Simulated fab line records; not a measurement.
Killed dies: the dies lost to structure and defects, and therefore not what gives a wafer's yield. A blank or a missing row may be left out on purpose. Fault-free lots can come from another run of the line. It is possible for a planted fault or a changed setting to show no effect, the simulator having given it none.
One fault through the eyes of 2 desks | flow n5Finfet | only its own numbers are on each desk; what lay behind them is given at the end

THE TOOL OWNER'S DESK: pvdSputter-01
The tool's own readings at N5_BEOL_M15_SPUTTER_43 (material TaN, target thk 15 nm, time 24.19 s): means of the sampled wafers that have a number, for each lot that ran on this tool. If a lot's mean is further than 4 standard deviations from the usual mean, the lot is out of limits and carries the mark OUT (the distance appears in the brackets).
Columns: A = cathodeDcPowerW at N5_BEOL_M15_SPUTTER_43, usual 15000 W; B = throttleValvePct at N5_BEOL_M15_SPUTTER_43, usual 29.4 %
lot  | first seen here | A               | B
L932 | day 10 16:40    | 15000           | 28.6
L936 | day 12 06:37    | 15000           | 28.5
L945 | day 15 01:33    | 14725 (-98) OUT | 28.3
L954 | day 17 12:38    | 14998           | 30.1
L955 | day 17 13:12    | 14998           | 28.8
This desk's finding: out of limits on L945; first on L945, day 15 01:33 (cathodeDcPowerW at N5_BEOL_M15_SPUTTER_43). Within limits: L932, L936, L954, L955.

THE DEFECT DESK
What the inspections along the route counted, lot by lot: means of the sampled wafers that have a number. If a lot's mean is further than 4 standard deviations from the usual mean, the lot is out of limits and carries the mark OUT (the distance appears in the brackets).
Columns: A = rawDefectCount at N5_BEOL_M15_INSPECT_55, usual 67
lot  | first seen here | A
L932 | day 10 17:55    | 77
L933 | day 11 16:08    | 53
L935 | day 11 16:58    | 66
L934 | day 11 21:02    | 71
L936 | day 12 08:44    | 35
L945 | day 15 02:49    | 66
L947 | day 15 10:07    | 77
L950 | day 16 04:02    | 59
L952 | day 16 06:11    | 72
L954 | day 17 13:55    | 69
L955 | day 17 14:28    | 72
Result from this desk: across the 11 lots, nothing is out of limits.

ALL TOGETHER
The tool owner's desk could have raised an alarm at day 15 01:33, on L945.
No out-of-limits result turned up at the defect desk.
The defect desk has L945 on record, within its limits.
Every lot named ran N5_BEOL_M15_SPUTTER_43 on pvdSputter-01.

WHAT THE SIMULATOR HAD PUT IN
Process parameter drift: pvdSputter-01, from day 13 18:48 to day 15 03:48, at N5_BEOL_M15_SPUTTER_43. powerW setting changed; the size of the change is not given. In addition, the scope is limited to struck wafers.
Lots struck among those shown: L945.
How many hours passed from the start of the fault until each desk's first out-of-limits reading: the tool owner's desk, 31.
